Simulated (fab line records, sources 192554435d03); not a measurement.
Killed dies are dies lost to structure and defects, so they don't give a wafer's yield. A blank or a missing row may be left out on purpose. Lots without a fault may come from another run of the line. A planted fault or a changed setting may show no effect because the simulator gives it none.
Chamber matching | flow n5_finfet | N5_HKMG_FIN_ALD_74 on ald_hk-03: 4 sister chambers
The step deposits La2O3, target thk 0.5 nm, pulse time 6 s, co reactant pulse time 1 s. 8 wafers are shown with their chamber, then 7 later ones without.

WAFERS WITH THEIR CHAMBER
wafer  | chamber | heater_power_w (W) | precursor_pulse_height_rel
L078.2 | 3       | 292                | 0.991
L078.5 | 0       | 377                | 1.004
L087.6 | 1       | 389                | 0.977
L093.1 | 2       | 343                | 0.995
L093.2 | 3       | 291                | 1.009
L093.3 | 0       | 378                | 1.007
L093.4 | 1       | 379                | 0.988
L093.5 | 2       | 343                | 0.992

WAFERS WITHOUT THEIR CHAMBER
wafer  | heater_power_w (W) | precursor_pulse_height_rel
L093.6 | 291                | 1.005
L094.2 | 382                | 1.004
L094.3 | 386                | 0.969
L094.5 | 346                | 1.024
L096.2 | 344                | 0.990
L096.3 | 291                | 1.020
L096.6 | 380                | 0.998

WHICH CHAMBER EACH WENT THROUGH
wafer  | from the rows above     | in truth
L093.6 | 3                       | 3
L094.2 | can't be placed: 0 or 1 | 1
L094.3 | 1                       | 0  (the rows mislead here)
L094.5 | 2                       | 2
L096.2 | 2                       | 2
L096.3 | 3                       | 3
L096.6 | can't be placed: 0 or 1 | 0
Placed correctly: 4 of 7. Can't be placed from these rows: 2 (the true chamber is among the candidates in 2). Placed wrongly: 1.
How it was worked out, from the rows above alone: a wafer's distance from a chamber is the root of the sum, over the readings, of the square of ((its reading less the chamber's mean) divided by the reading's scatter). The wafer belongs to the nearest chamber; if the next one is less than 2 further off, it can't be placed. A chamber's mean is the mean of its shown wafers. The scatter: the root of (the sum of the squares of (reading less its chamber's mean) over the shown wafers, divided by (wafers less chambers)).
